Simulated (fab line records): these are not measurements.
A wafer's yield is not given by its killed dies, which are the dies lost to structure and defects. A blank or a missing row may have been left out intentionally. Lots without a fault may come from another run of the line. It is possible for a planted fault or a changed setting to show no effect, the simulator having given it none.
Chamber matching / flow n5 finfet / N5_DUMMY_GATE_DESCUM_20 on rie diel-06 has 4 sister chambers
The step chemistry O2, time 6.2 s. 8 wafers are shown with their chamber, then 12 later ones without.

## EACH WAFER AND ITS CHAMBER
wafer=L081.1; chamber=1; drypump motor current A (A)=5.9; showerhead plenum p Torr (Torr)=2.12
wafer=L082.1; chamber=2; drypump motor current A (A)=5.2; showerhead plenum p Torr (Torr)=2.07
wafer=L083.1; chamber=1; drypump motor current A (A)=5.9; showerhead plenum p Torr (Torr)=2.11
wafer=L085.4; chamber=3; drypump motor current A (A)=5.3; showerhead plenum p Torr (Torr)=2.22
wafer=L085.6; chamber=0; drypump motor current A (A)=5.7; showerhead plenum p Torr (Torr)=2.05
wafer=L087.1; chamber=2; drypump motor current A (A)=5.2; showerhead plenum p Torr (Torr)=2.06
wafer=L087.2; chamber=3; drypump motor current A (A)=5.3; showerhead plenum p Torr (Torr)=2.22
wafer=L087.6; chamber=0; drypump motor current A (A)=5.8; showerhead plenum p Torr (Torr)=2.05

## WAFERS WITH NO CHAMBER GIVEN
wafer=L089.3; drypump motor current A (A)=5.3; showerhead plenum p Torr (Torr)=2.22
wafer=L089.4; drypump motor current A (A)=5.9; showerhead plenum p Torr (Torr)=2.11
wafer=L089.5; drypump motor current A (A)=5.8; showerhead plenum p Torr (Torr)=2.04
wafer=L090.2; drypump motor current A (A)=5.8; showerhead plenum p Torr (Torr)=2.04
wafer=L090.3; drypump motor current A (A)=5.2; showerhead plenum p Torr (Torr)=2.06
wafer=L090.4; drypump motor current A (A)=5.3; showerhead plenum p Torr (Torr)=2.21
wafer=L091.1; drypump motor current A (A)=5.3; showerhead plenum p Torr (Torr)=2.21
wafer=L091.3; drypump motor current A (A)=5.9; showerhead plenum p Torr (Torr)=2.11
wafer=L091.4; drypump motor current A (A)=5.2; showerhead plenum p Torr (Torr)=2.06
wafer=L092.2; drypump motor current A (A)=5.9; showerhead plenum p Torr (Torr)=2.11
wafer=L092.5; drypump motor current A (A)=5.8; showerhead plenum p Torr (Torr)=2.04
wafer=L092.6; drypump motor current A (A)=5.3; showerhead plenum p Torr (Torr)=2.21

## WHICH CHAMBER EACH WENT THROUGH
wafer=L089.3; from the rows above=3; in truth=3
wafer=L089.4; from the rows above=1; in truth=1
wafer=L089.5; from the rows above=0; in truth=0
wafer=L090.2; from the rows above=0; in truth=0
wafer=L090.3; from the rows above=2; in truth=2
wafer=L090.4; from the rows above=3; in truth=3
wafer=L091.1; from the rows above=3; in truth=3
wafer=L091.3; from the rows above=1; in truth=1
wafer=L091.4; from the rows above=2; in truth=2
wafer=L092.2; from the rows above=1; in truth=1
wafer=L092.5; from the rows above=0; in truth=0
wafer=L092.6; from the rows above=3; in truth=3
12 of 12 placed correctly. Number that these rows cannot place: 0. 0 placed wrongly.
How it was worked out, from the rows above alone: a wafer's distance from a chamber is the root of the sum, over the readings, of the square of ((its reading less the chamber's mean) divided by the reading's scatter). The wafer belongs to the nearest chamber; if the next one is less than 2 further off, it can't be placed. For every chamber, the mean is computed from those of its wafers that are shown. The scatter is the square root of a quotient: the sum, over the shown wafers, of each reading's squared deviation from its chamber's mean, divided by wafers minus chambers.
